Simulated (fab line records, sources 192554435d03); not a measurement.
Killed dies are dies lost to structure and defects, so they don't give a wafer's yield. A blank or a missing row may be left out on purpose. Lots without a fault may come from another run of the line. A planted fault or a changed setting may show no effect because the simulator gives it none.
fab line records | flow n5_finfet
record lots=7 wafers=21
route steps=1938 shown BEOL_M8@1370 BEOL_M9@1404 BEOL_M10@1470 BEOL_M11@1536 BEOL_M14@1742
start_h: hours from the record's first day to the start of the lot's first wafer shown | wait_h: hours since the lot's step before | " the same as in the row above | L1.1+2: a row that stands for several wafers | - no value, or no start given | * or withheld: withheld | < > ~ a bound
route shown NAME@n: a module of which the file shows steps, and the number in the route of the first | usual: mean/standard deviation of fault-free wafers | same: alike in all rows | chamber/n: place in a boat | sites: the reading at each site | _std_site: their standard deviation | _edge_site: outer sites' mean less inner sites' | radius_mm: how far each site lies from the wafer's centre | mask NAME#n: copy n | behind: the tool/chamber that last shaped the wafer | hold: why the lot was held/for how many hours/how that ended | device: the transistor (n, p or np) that didn't switch | end of line: the same wafers' tests at the end of the route | a step without rows: its recipe alone | killed: dies lost to structure and defects at the first sort, not the wafer's yield | map: a wafer's dies, x killed, . not, _ none there
set.NAME: the setting as run; set.NAME@STEP: as run at that earlier step | model.NAME: the simulator's own value behind a step, which no gauge read
lots whose settings were changed on purpose; a table a step, a row a wafer
## steps
# step N5_BEOL_M8_ETCH_65
# recipe chemistry=CF4 target=SiARC target_depth_a=156 mask_material=CAR-EUV time_s=26 ion_energy_ev=80 pressure_mtorr=40 source_w=545 bias_w=36 Ar_flow_sccm=100 cf4_flow_sccm=100 ends=cleared
# usual etch_rf_on_time_s=25.9/0.33 rf_vpp_V=184.5/1.2
# columns lot.wafer tool chamber start_h wait_h set.source_w set.spin_rpm@BEOL_M8_COAT_71 etch_rf_on_time_s rf_vpp_V model.CAR-EUV_of_BEOL_M8_COAT_22.thk_nm
L075.3 rie_diel-03 1 204.11 0.0 545 1445 26.2 185.6 11
L075.4 " 2 " " 453.5 1445 29.9 195.3 11
L075.5 " 1 " " 545 1445 26.1 186.9 10.8
L077.2 rie_diel-02 1 212.20 0.0 545 1621 26.2 184.0 11.2
L077.3 " 0 " " 545 1621 26.2 185.5 11.4
L077.4 " 3 " " 545 1500 26.4 183.7 11
L081.2 rie_diel-02 2 245.70 0.0 512 1630 27.8 189.3 11.4
L081.5 " 1 " " 512 1500 27.8 187.5 11
L081.6 " 2 " " 545 1500 25.9 184.0 11
L080.1 rie_diel-03 1 256.72 0.0 545 1500 25.8 183.5 11.2
L080.3 " 0 " " 545 1500 25.9 186.4 11.2
L080.5 " 2 " " 545 1500 25.5 183.4 11.2
L085.2 rie_diel-02 3 269.71 0.0 545 1547 26.4 184.8 11.2
L085.4 " 0 " " 545 1500 25.8 186.1 11
L085.6 " 3 " " 571 1500 25.4 181.1 11
L088.1 rie_diel-03 2 283.47 0.0 545 1500 25.3 183.9 10.8
L088.5 " 0 " " 500.1 1568 27.9 189.7 11
L088.6 " 3 " " 500.1 1500 27.7 188.4 10.8
L095.1 rie_diel-02 2 329.30 0.0 545 1382 26.2 183.4 11
L095.3 " 0 " " 545 1500 25.9 186.0 11.2
L095.6 " 3 " " 545 1382 26.1 184.0 10.8
# step N5_BEOL_M9_PECVD_70
# recipe material=SiO2 target_thk_a=200 temp_c=400 precursor=TEOS/O2 pressure_torr=5.5 rf_w=450 teos_flow_sccm=53.8 gas=O2 flow_sccm=3000 time_s=22.7
# columns lot.wafer tool chamber start_h wait_h set.time_s model.SiO2_of_BEOL_M9_PECVD_70.thk_nm
L075.3 pecvd-04 0 209.00 0.0 21.46 18.4
L075.4 " 0 " " 22.7 20
L075.5 " 1 " " 22.7 19.8
L077.2+3+4 pecvd-02 0,1,1 216.59 0.0 22.7 20
L081.2 pecvd-02 1 249.97 0.0 19.54 17.4
L081.5 " 0 " " 22.7 20.4
L081.6 " 2 " " 19.54 17
L080.1+5 pecvd-02 1 260.11 0.0 22.7 20.2
L080.3 " 2 " " 22.7 19.6
L085.2 pecvd-04 1 273.29 0.0 20.48 17.8
L085.4 " 0 " " 22.7 20
L085.6 " 2 " " 22.7 20.2
L088.1 pecvd-01 2 287.57 0.0 22.7 19.8
L088.5+6 " 1,0 " " 22.7 20
L095.1 pecvd-01 1 334.23 0.0 22.7 19.4
L095.3+6 " 2,0 " " 21.6 19
# step N5_BEOL_M9_COAT_59
# recipe resist=SOC temp_c=250 time_s=60 spin_rpm=1500 resist_thk_nm=100
# columns lot.wafer tool chamber start_h wait_h set.spin_rpm model.SOC_of_BEOL_M9_COAT_59.thk_nm
L075.3 litho_track-04 0 210.00 0.1 1500 99.6
L075.4 " 0 " " 1500 99.8
L075.5 " 0 " " 1656 95
L077.2 litho_track-05 0 218.11 0.1 1500 100.2
L077.3 " 0 " " 1628 96.4
L077.4 " 0 " " 1628 96.2
L081.2+6 litho_track-01 0 250.40 0.1 1500 100.4
L081.5 " 0 " " 1401 104.2
L080.1 litho_track-05 0 261.15 0.1 1500 100.6
L080.3 " 0 " " 1500 100
L080.5 " 0 " " 1500 100.2
L085.2 litho_track-01 0 273.48 0.1 1652 95.2
L085.4 " 0 " " 1652 95
L085.6 " 0 " " 1500 100
L088.1+5 litho_track-01 0 290.21 0.1 1351 105.2
L088.6 " 0 " " 1500 100
L095.1 litho_track-05 0 335.14 0.1 1500 100.6
L095.3+6 " 0 " " 1500 100.8
# step N5_BEOL_M9_COAT_60
# recipe resist=SiARC temp_c=220 time_s=60 spin_rpm=1500 resist_thk_nm=30
# step N5_BEOL_M9_COAT_05
# recipe resist=CAR-ArF spin_rpm=1500 resist_thk_nm=90
# step N5_BEOL_M9_DESCUM_16
# recipe chemistry=O2 time_s=7.9 source_power_w=50 bias_power_w=20 pressure_mtorr=20 rf_frequency_hz=2.712e+07 temp_c=40 resist=CAR-ArF o2_flow_sccm=225
# step N5_BEOL_M9_ETCH_61
# recipe chemistry=CF4 target=SiARC target_depth_a=390 mask_material=CAR-ArF time_s=65 ion_energy_ev=80 pressure_mtorr=40 source_w=545 bias_w=36 Ar_flow_sccm=100 cf4_flow_sccm=100 ends=cleared
# step N5_BEOL_M9_ETCH_62
# recipe chemistry=N2/H2 target=SOC target_depth_a=1100 overetch_a=220 mask_material=SiARC temp_c=40 time_s=165 ion_energy_ev=200 pressure_mtorr=30 source_w=840 bias_w=150 n2_flow_sccm=200 h2_flow_sccm=200
# columns lot.wafer tool chamber start_h wait_h set.spin_rpm@BEOL_M9_COAT_59 model.etch.depth_nm
L075.3 rie_diel-05 0 210.93 0.0 1500 99.66
L075.4 " 2 " " 1500 99.72
L075.5 " 0 " " 1656 95.08
L077.2 rie_diel-06 0 218.65 0.0 1500 100.1
L077.3 " 3 " " 1628 96.33
L077.4 " 2 " " 1628 96.11
L081.2+6 rie_diel-06 0,1 250.94 0.0 1500 100.4
L081.5 " 3 " " 1401 104.1
L080.1 rie_diel-06 1 261.69 0.0 1500 100.6
L080.3 " 3 " " 1500 100
L080.5 " 0 " " 1500 100.2
L085.2 rie_diel-06 2 274.02 0.0 1652 95.18
L085.4 " 0 " " 1652 95.07
L085.6 " 0 " " 1500 100.1
L088.1 rie_diel-06 2 290.76 0.0 1351 105.1
L088.5 " 3 " " 1351 105.2
L088.6 " 0 " " 1500 99.97
L095.1 rie_diel-05 2 335.68 0.0 1500 100.7
L095.3+6 " 3,1 " " 1500 100.8
# step N5_BEOL_M9_STRIP_68
# recipe chemistry=N2/H2 temp_c=40 n2_flow_sccm=200 h2_flow_sccm=200 rf_frequency_hz=6e+07
# step N5_BEOL_M9_STRIP_67
# recipe chemistry=CF4 resist=SiARC power_w=300 bias_power_w=75 pressure_mtorr=50 cf4_flow_sccm=150 rf_frequency_hz=6e+07
# step N5_BEOL_M9_STRIP_80
# recipe chemistry=N2/H2 time_s=10 power_w=450 temp_c=40 pressure_mtorr=20 rf_frequency_hz=6e+07 bias_power_w=7 n2_flow_sccm=200 h2_flow_sccm=200
# step N5_BEOL_M9_HM_STRIP_39
# recipe chemistry=peroxide_tin_strip material=TiN target_depth_a=250 temp_c=50 time_s=158
# columns lot.wafer tool chamber start_h wait_h set.time_s@BEOL_M9_PECVD_70 model.SiO2_of_BEOL_M9_PECVD_70.thk_nm
L075.3 wet_bench-06 6 213.12 0.0 21.46 18.2
L075.4 " 4 " " 22.7 19.8
L075.5 " 7 " " 22.7 19.6
L077.2+3 wet_bench-04 4,3 221.35 0.0 22.7 19.8
L077.4 " 2 " " 22.7 20
L081.2 wet_bench-04 0 254.59 0.0 19.54 17.2
L081.5 " 3 " " 22.7 20.2
L081.6 " 4 " " 19.54 17
L080.1 wet_bench-05 7 264.18 0.0 22.7 20
L080.3 " 0 " " 22.7 19.4
L080.5 " 2 " " 22.7 20.2
L085.2 wet_bench-05 5 276.09 0.0 20.48 17.6
L085.4 " 0 " " 22.7 19.8
L085.6 " 1 " " 22.7 20.2
L088.1 wet_bench-05 7 292.27 0.0 22.7 19.6
L088.5+6 " 3,4 " " 22.7 19.8
L095.1 wet_bench-06 2 337.14 0.0 22.7 19.2
L095.3+6 " 3,0 " " 21.6 18.8
# step N5_BEOL_M10_ILD_DEP_00
# recipe material=SiCOH_lowk target_thk_a=3085.1 temp_c=300 precursor=DEMS/porogen pressure_torr=5 rf_w=500 time_s=58
# columns lot.wafer tool chamber start_h wait_h set.time_s model.SiCOH_lowk_of_BEOL_M10_ILD_DEP_00.thk_nm
L075.3 pecvd-04 1 216.00 0.0 51.91 273.4
L075.4 " 1 " " 58 311.2
L075.5 " 2 " " 58 312.6
L077.2 pecvd-04 0 223.63 0.0 58 306.2
L077.3 " 1 " " 50.93 265
L077.4 " 2 " " 50.93 272.6
L081.2 pecvd-04 1 257.94 0.0 58 306.2
L081.5 " 2 " " 58 313.6
L081.6 " 0 " " 62.22 339.4
L080.1 pecvd-04 0 266.61 0.0 58 306
L080.3 " 2 " " 58 307
L080.5 " 1 " " 58 309.2
L085.2 pecvd-04 2 278.49 0.0 58 309.8
L085.4 " 1 " " 65.9 354.6
L085.6 " 0 " " 58 313.6
L088.1 pecvd-03 0 295.03 0.0 58 305.4
L088.5 " 2 " " 54.29 291.4
L088.6 " 0 " " 58 315.6
L095.1 pecvd-02 1 340.02 0.0 53.28 283.8
L095.3 " 2 " " 53.28 282
L095.6 " 2 " " 53.28 289.2
# step N5_BEOL_M10_CURE_71
# recipe temp_c=385 time_s=240 ambient=He/Ar material=SiCOH_lowk
# columns lot.wafer tool chamber start_h wait_h set.time_s@BEOL_M10_ILD_DEP_00 model.SiCOH_lowk_of_BEOL_M10_ILD_DEP_00.thk_nm
L075.3 uv_cure-02 0 216.68 0.7 51.91 237
L075.4 " 0 " " 58 270.4
L075.5 " 0 " " 58 271.6
L077.2 uv_cure-02 0 223.90 0.2 58 266
L077.3 " 0 " " 50.93 229.6
L077.4 " 0 " " 50.93 236.4
L081.2 uv_cure-02 0 258.09 0.1 58 266
L081.5 " 0 " " 58 272.6
L081.6 " 0 " " 62.22 295.4
L080.1 uv_cure-03 2 266.68 0.0 58 265.8
L080.3 " 2 " " 58 266.6
L080.5 " 2 " " 58 268.6
L085.2 uv_cure-01 2 278.65 0.1 58 269
L085.4 " 2 " " 65.9 308.8
L085.6 " 2 " " 58 272.4
L088.1 uv_cure-02 0 295.10 0.0 58 265.2
L088.5 " 0 " " 54.29 252.8
L088.6 " 0 " " 58 274.2
L095.1 uv_cure-03 2 340.10 0.0 53.28 246.2
L095.3 " 2 " " 53.28 244.6
L095.6 " 2 " " 53.28 251
# step N5_BEOL_M10_THK_MEAS_01
# recipe reads=SiCOH_lowk_of_BEOL_M10_ILD_DEP_00
# usual M10_ILD_THK=269/3.3
# columns lot.wafer tool chamber start_h wait_h set.time_s@BEOL_M10_ILD_DEP_00 M10_ILD_THK[nm]
L075.3 film_metro-02 - 217.03 0.3 51.91 237
L075.4 " - " " 58 270
L075.5 " - " " 58 272
L077.2 film_metro-01 - 224.33 0.4 58 266
L077.3 " - " " 50.93 230
L077.4 " - " " 50.93 236
L081.2 film_metro-02 - 258.53 0.4 58 266
L081.5 " - " " 58 273
L081.6 " - " " 62.22 295
L080.1 film_metro-01 - 267.68 0.8 58 266
L080.3 " - " " 58 267
L080.5 " - " " 58 269
L085.2 film_metro-02 - 279.08 0.4 58 269
L085.4 " - " " 65.9 309
L085.6 " - " " 58 273
L088.1 film_metro-01 - 295.62 0.4 58 265
L088.5 " - " " 54.29 253
L088.6 " - " " 58 274
L095.1 film_metro-02 - 340.61 0.4 53.28 246
L095.3 " - " " 53.28 244
L095.6 " - " " 53.28 251
# step N5_BEOL_M11_ILD_DEP_00
# recipe material=SiCOH_lowk target_thk_a=3085.1 temp_c=300 precursor=DEMS/porogen pressure_torr=5 rf_w=500 time_s=58
# columns lot.wafer tool chamber start_h wait_h set.time_s model.SiCOH_lowk_of_BEOL_M11_ILD_DEP_00.thk_nm
L075.3 pecvd-01 2 224.93 0.0 55.49 296.2
L075.4 " 2 " " 58 309
L075.5 " 1 " " 55.49 300.4
L077.2 pecvd-01 0 232.31 0.0 58 305.8
L077.3 " 1 " " 58 308.2
L077.4 " 0 " " 51.23 270
L081.2 pecvd-03 0 267.27 0.0 64.35 342.4
L081.5 " 2 " " 58 314.6
L081.6 " 0 " " 64.35 345.8
L080.1 pecvd-02 1 274.26 0.0 58 309.8
L080.3 " 2 " " 58 310
L080.5 " 1 " " 58 313.2
L085.2 pecvd-03 1 285.99 0.0 58 305.2
L085.4 " 0 " " 51.71 278.2
L085.6 " 0 " " 58 315.4
L088.1 pecvd-01 2 300.88 0.0 58 308
L088.5 " 2 " " 60.94 328.2
L088.6 " 1 " " 58 309.2
L095.1 pecvd-02 1 346.70 0.0 58 311.6
L095.3 " 0 " " 58 309.8
L095.6 " 0 " " 58 315.4
# step N5_BEOL_M11_CURE_71
# recipe temp_c=385 time_s=240 ambient=He/Ar material=SiCOH_lowk
# columns lot.wafer tool chamber start_h wait_h set.time_s@BEOL_M11_ILD_DEP_00 model.SiCOH_lowk_of_BEOL_M11_ILD_DEP_00.thk_nm
L075.3 uv_cure-02 1 226.22 1.3 55.49 257
L075.4 " 1 " " 58 268.4
L075.5 " 1 " " 55.49 260.8
L077.2 uv_cure-02 2 232.68 0.3 58 265.6
L077.3 " 2 " " 58 267.8
L077.4 " 2 " " 51.23 234
L081.2 uv_cure-02 2 267.46 0.2 64.35 298
L081.5 " 2 " " 58 273.4
L081.6 " 2 " " 64.35 301
L080.1+3 uv_cure-02 2 274.34 0.0 58 269.2
L080.5 " 2 " " 58 272
L085.2 uv_cure-03 2 286.18 0.2 58 265
L085.4 " 2 " " 51.71 241.2
L085.6 " 2 " " 58 274
L088.1 uv_cure-03 0 300.95 0.0 58 267.6
L088.5 " 0 " " 60.94 285.4
L088.6 " 0 " " 58 268.6
L095.1 uv_cure-01 2 346.78 0.0 58 270.8
L095.3 " 2 " " 58 269
L095.6 " 2 " " 58 274
# step N5_BEOL_M11_THK_MEAS_01
# recipe reads=SiCOH_lowk_of_BEOL_M11_ILD_DEP_00
# usual M11_ILD_THK=268/3.3
# columns lot.wafer tool chamber start_h wait_h set.time_s@BEOL_M11_ILD_DEP_00 M11_ILD_THK[nm]
L075.3 film_metro-02 - 226.57 0.3 55.49 257
L075.4 " - " " 58 268
L075.5 " - " " 55.49 261
L077.2 film_metro-02 - 233.11 0.4 58 266
L077.3 " - " " 58 268
L077.4 " - " " 51.23 234
L081.2 film_metro-02 - 267.89 0.4 64.35 298
L081.5 " - " " 58 273
L081.6 " - " " 64.35 301
L080.1 film_metro-01 - 274.85 0.4 58 269
L080.3 " - " " 58 269
L080.5 " - " " 58 272
L085.2 film_metro-02 - 286.61 0.4 58 265
L085.4 " - " " 51.71 241
L085.6 " - " " 58 274
L088.1 film_metro-01 - 301.47 0.4 58 268
L088.5 " - " " 60.94 285
L088.6 " - " " 58 269
L095.1 film_metro-01 - 347.29 0.4 58 271
L095.3 " - " " 58 269
L095.6 " - " " 58 274
# step N5_BEOL_M11_COAT_59
# recipe resist=SOC temp_c=250 time_s=60 spin_rpm=1500 resist_thk_nm=100
# columns lot.wafer tool chamber start_h wait_h set.spin_rpm model.SOC_of_BEOL_M11_COAT_59.thk_nm
L075.3 litho_track-02 0 226.79 0.1 1355 105.2
L075.4 " 0 " " 1500 100.2
L075.5 " 0 " " 1355 105.4
L077.2 litho_track-02 0 233.48 0.1 1500 99.6
L077.3+4 " 0 " " 1500 99.8
L081.2 litho_track-04 0 269.85 0.1 1500 100.2
L081.5 " 0 " " 1500 100.4
L081.6 " 0 " " 1648 95.8
L080.1+5 litho_track-02 0 276.52 0.1 1500 100
L080.3 " 0 " " 1500 100.2
L085.2 litho_track-04 0 289.68 0.1 1414 103.2
L085.4+6 " 0 " " 1414 103
L088.1+5+6 litho_track-05 0 302.52 0.1 1500 100.2
L095.1 litho_track-05 0 348.52 0.1 1500 100.4
L095.3 " 0 " " 1500 100.6
L095.6 " 0 " " 1601 97.2
# step N5_BEOL_M11_COAT_60
# recipe resist=SiARC temp_c=220 time_s=60 spin_rpm=1500 resist_thk_nm=30
# step N5_BEOL_M11_COAT_05
# recipe resist=CAR-ArF spin_rpm=1500 resist_thk_nm=90
# step N5_BEOL_M11_DESCUM_16
# recipe chemistry=O2 time_s=7.9 source_power_w=50 bias_power_w=20 pressure_mtorr=20 rf_frequency_hz=2.712e+07 temp_c=40 resist=CAR-ArF o2_flow_sccm=225
# step N5_BEOL_M11_ETCH_61
# recipe chemistry=CF4 target=SiARC target_depth_a=390 mask_material=CAR-ArF time_s=65 ion_energy_ev=80 pressure_mtorr=40 source_w=545 bias_w=36 Ar_flow_sccm=100 cf4_flow_sccm=100 ends=cleared
# step N5_BEOL_M11_ETCH_62
# recipe chemistry=N2/H2 target=SOC target_depth_a=1100 overetch_a=220 mask_material=SiARC temp_c=40 time_s=165 ion_energy_ev=200 pressure_mtorr=30 source_w=840 bias_w=150 n2_flow_sccm=200 h2_flow_sccm=200
# columns lot.wafer tool chamber start_h wait_h set.spin_rpm@BEOL_M11_COAT_59 model.etch.depth_nm
L075.3 rie_diel-05 3 227.33 0.0 1355 105.2
L075.4 " 1 " " 1500 100.2
L075.5 " 3 " " 1355 105.4
L077.2 rie_diel-05 1 234.05 0.0 1500 99.55
L077.3 " 0 " " 1500 99.74
L077.4 " 3 " " 1500 99.81
L081.2+5 rie_diel-06 1,3 270.34 0.0 1500 100.3
L081.6 " 0 " " 1648 95.75
L080.1 rie_diel-06 0 277.11 0.0 1500 99.97
L080.3 " 2 " " 1500 100.2
L080.5 " 3 " " 1500 99.99
L085.2 rie_diel-01 2 290.11 0.0 1414 103.3
L085.4 " 3 " " 1414 103.1
L085.6 " 0 " " 1414 103
L088.1+5+6 rie_diel-06 3,3,2 302.94 0.0 1500 100.2
L095.1 rie_diel-01 0 349.08 0.0 1500 100.3
L095.3 " 1 " " 1500 100.5
L095.6 " 1 " " 1601 97.11
# step N5_BEOL_M14_EXPOSE_25
# recipe mask_id=M14 na=0.8 source_shape=annular sigma_inner=0.5 sigma_outer=0.8 polarization=unpolarized target_cd_nm=280 dose_mj=26.6
# columns lot.wafer tool chamber start_h wait_h mask set.dose_mj
L075.3+5 krf_scanner-02 0 243.48 - M14#0 26.6
L075.4 " 0 " " M14#0 25.1
L077.2+3+4 krf_scanner-02 0 258.63 - M14#0 26.6
L081.2+5 krf_scanner-01 0 285.89 - M14#0 27.29
L081.6 " 0 " " M14#0 26.6
L080.1+3+5 krf_scanner-02 0 301.09 - M14#0 26.6
L085.2+6 krf_scanner-02 0 308.01 - M14#0 27.14
L085.4 " 0 " " M14#0 26.6
L088.1+5+6 krf_scanner-01 0 324.70 - M14#0 26.6
L095.1+3+6 krf_scanner-01 0 369.54 - M14#0 26.6
# step N5_BEOL_M14_PEB_26
# recipe peb_temp_c=130 peb_time_s=90
# step N5_BEOL_M14_DEVELOP_27
# recipe develop_time_s=45 rinse_liquid=diw dry=air_spin dev_temp_c=21
# step N5_BEOL_M14_HARDBAKE_32
# recipe temp_c=130 time_s=120
# step N5_BEOL_M14_CD_MEAS_28
# recipe target_cd_nm=284.4 landing_energy_ev=500 detector=se_inlens
# usual cd_nm=284.5/1.3
# columns lot.wafer tool chamber start_h wait_h set.dose_mj@BEOL_M14_EXPOSE_25 cd_nm
L075.3 cd_sem-03 0 243.64 - 26.6 284.8
L075.4 " 0 " " 25.1 276.9
L075.5 " 0 " " 26.6 285.8
L077.2 cd_sem-01 0 258.80 - 26.6 284.1
L077.3 " 0 " " 26.6 282.5
L077.4 " 0 " " 26.6 285.0
L081.2 cd_sem-02 0 286.06 - 27.29 288.1
L081.5 " 0 " " 27.29 288.7
L081.6 " 0 " " 26.6 285.4
L080.1 cd_sem-02 0 301.27 - 26.6 284.2
L080.3 " 0 " " 26.6 282.0
L080.5 " 0 " " 26.6 284.1
L085.2 cd_sem-03 0 308.17 - 27.14 288.5
L085.4 " 0 " " 26.6 282.9
L085.6 " 0 " " 27.14 285.7
L088.1 cd_sem-03 0 324.87 - 26.6 284.7
L088.5 " 0 " " 26.6 285.6
L088.6 " 0 " " 26.6 284.0
L095.1 cd_sem-03 0 369.71 - 26.6 284.1
L095.3 " 0 " " 26.6 283.0
L095.6 " 0 " " 26.6 283.9
# step N5_BEOL_M14_DESCUM_33
# recipe chemistry=O2 time_s=7.9 source_power_w=50 bias_power_w=20 pressure_mtorr=20 rf_frequency_hz=2.712e+07 temp_c=40 o2_flow_sccm=225
# columns lot.wafer tool chamber start_h wait_h set.dose_mj@BEOL_M14_EXPOSE_25 model.BEOL_M14.cd_nm
L075.3 rie_diel-02 1 243.73 0.0 26.6 284.6
L075.4 " 0 " " 25.1 276.8
L075.5 " 3 " " 26.6 285.6
L077.2 rie_diel-02 1 259.12 0.3 26.6 284
L077.3 " 3 " " 26.6 282.8
L077.4 " 0 " " 26.6 284.8
L081.2 rie_diel-02 2 286.31 0.2 27.29 288
L081.5 " 2 " " 27.29 288.6
L081.6 " 3 " " 26.6 285.4
L080.1+5 rie_diel-02 0,1 301.36 0.0 26.6 284
L080.3 " 1 " " 26.6 282
L085.2 rie_diel-02 2 308.26 0.0 27.14 288
L085.4 " 0 " " 26.6 282.6
L085.6 " 1 " " 27.14 285.2
L088.1 rie_diel-04 0 324.96 0.0 26.6 284.4
L088.5 " 1 " " 26.6 285.6
L088.6 " 2 " " 26.6 284
L095.1+6 rie_diel-04 0,2 369.80 0.0 26.6 284
L095.3 " 1 " " 26.6 283.2
## key
split step=N5_BEOL_M8_ETCH_65 setting=source_w stated=545 by=wafer
response step=N5_BEOL_M8_ETCH_65 reading=etch_rf_on_time_s change=* per=1% r=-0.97
response step=N5_BEOL_M8_ETCH_65 reading=rf_vpp_V change=-0.589 per=1% r=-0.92
split step=N5_BEOL_M9_PECVD_70 setting=time_s stated=22.7 by=wafer
response step=N5_BEOL_M9_PECVD_70 reading=model.SiO2_of_BEOL_M9_PECVD_70.thk_nm change=+0.225 per=1% r=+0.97
response step=N5_BEOL_M9_HM_STRIP_39 reading=model.SiO2_of_BEOL_M9_PECVD_70.thk_nm change=+0.224 per=1% r=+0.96
split step=N5_BEOL_M9_COAT_59 setting=spin_rpm stated=1500 by=wafer
response step=N5_BEOL_M9_COAT_59 reading=model.SOC_of_BEOL_M9_COAT_59.thk_nm change=-0.49 per=1% r=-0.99
response step=N5_BEOL_M9_ETCH_62 reading=model.etch.depth_nm change=-0.488 per=1% r=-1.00
split step=N5_BEOL_M10_ILD_DEP_00 setting=time_s stated=58 by=wafer
response step=N5_BEOL_M10_ILD_DEP_00 reading=model.SiCOH_lowk_of_BEOL_M10_ILD_DEP_00.thk_nm change=+3.31 per=1% r=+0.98
response step=N5_BEOL_M10_CURE_71 reading=model.SiCOH_lowk_of_BEOL_M10_ILD_DEP_00.thk_nm change=+2.93 per=1% r=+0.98
response step=N5_BEOL_M10_THK_MEAS_01 reading=M10_ILD_THK change=+2.91 per=1% r=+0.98
split step=N5_BEOL_M11_ILD_DEP_00 setting=time_s stated=58 by=wafer
response step=N5_BEOL_M11_ILD_DEP_00 reading=model.SiCOH_lowk_of_BEOL_M11_ILD_DEP_00.thk_nm change=+2.99 per=1% r=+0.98
response step=N5_BEOL_M11_CURE_71 reading=model.SiCOH_lowk_of_BEOL_M11_ILD_DEP_00.thk_nm change=+2.64 per=1% r=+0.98
response step=N5_BEOL_M11_THK_MEAS_01 reading=M11_ILD_THK change=+2.65 per=1% r=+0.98
split step=N5_BEOL_M11_COAT_59 setting=spin_rpm stated=1500 by=wafer
response step=N5_BEOL_M11_COAT_59 reading=model.SOC_of_BEOL_M11_COAT_59.thk_nm change=-0.491 per=1% r=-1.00
response step=N5_BEOL_M11_ETCH_62 reading=model.etch.depth_nm change=-0.494 per=1% r=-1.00
split step=N5_BEOL_M14_EXPOSE_25 setting=dose_mj stated=26.6 by=wafer
response step=N5_BEOL_M14_CD_MEAS_28 reading=cd_nm change=+1.49 per=1% r=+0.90
response step=N5_BEOL_M14_DESCUM_33 reading=model.BEOL_M14.cd_nm change=+1.46 per=1% r=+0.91
split outside_this_file step=N5_BEOL_M8_COAT_71 setting=spin_rpm
# split outside_this_file: this setting was split too, and the file shows its column; the key of that split is in another file
